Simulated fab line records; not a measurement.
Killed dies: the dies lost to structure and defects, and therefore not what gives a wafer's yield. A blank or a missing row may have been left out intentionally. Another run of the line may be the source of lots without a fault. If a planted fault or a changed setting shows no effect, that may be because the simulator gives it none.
Which tool did it?	flow nand-harc	6 lots, 18 wafers sampled, at 2 steps of a route of 1302

WHAT EACH GAUGE READ, for each wafer
NHARC_A_M0_CD_MEAS_09: the cd target is 80 nm.
lot	measured	on	cd-nm (nm)
L851	day 23 05:04	cd-sem-03	79.5 79.6 80.0
L853	day 23 12:02	cd-sem-02	80.8 79.3 79.6
L858	day 25 11:10	cd-sem-03	79.1 81.7 80.2
L861	day 27 02:42	cd-sem-01	79.8 80.6 81.0
L857	day 28 02:35	cd-sem-03	81.1 80.0 79.9
L868	day 30 08:11	cd-sem-03	86.2 86.4 87.1

TOOL THAT RAN EACH LOT (tool first, then ch and the chambers of the sampled wafers, then the start)
lot	NHARC_A_M0_PEB_07
L851	litho-track-01 ch 0, day 23 04:59
L853	litho-track-04 ch 0, day 23 11:57
L858	litho-track-06 ch 0, day 25 11:05
L861	litho-track-04 ch 0, day 27 02:37
L857	litho-track-06 ch 0, day 28 02:30
L868	litho-track-04 ch 0, day 30 08:05
- NHARC_A_M0_PEB_07: peb time 65 s.

THE ANSWER, worked out from the rows above alone
Rule: the usual values come from the lots themselves. Put in order of their means at a reading, lots are off if they are a third of the lots or fewer, leave a main group of 4 or more, and stand apart from it by a gap of 3 or more times the standard deviation of the main group's means; of several such gaps the widest counts. The tables above print the reading to a certain number of digits; a main group whose means all agree to those digits is not used. Also off: a lot with no number at a reading for which 4 or more lots have one. Where the step has rows for the other lots, those lots are counted as sound.
Off: L868, at NHARC_A_M0_CD_MEAS_09 (cd-nm). The main group: mean 80.1 nm, standard deviation 0.29.
A tool fits if, at a process step before that reading, it ran every lot that is off, and no sound lot after the first of them. Those tools and the gauges at NHARC_A_M0_CD_MEAS_09 are tried in the same way. Undecided on this evidence; 2 tools fit (litho-track-04 at NHARC_A_M0_PEB_07, cd-sem-03 at NHARC_A_M0_CD_MEAS_09).

WHAT WAS PUT IN BY THE SIMULATOR
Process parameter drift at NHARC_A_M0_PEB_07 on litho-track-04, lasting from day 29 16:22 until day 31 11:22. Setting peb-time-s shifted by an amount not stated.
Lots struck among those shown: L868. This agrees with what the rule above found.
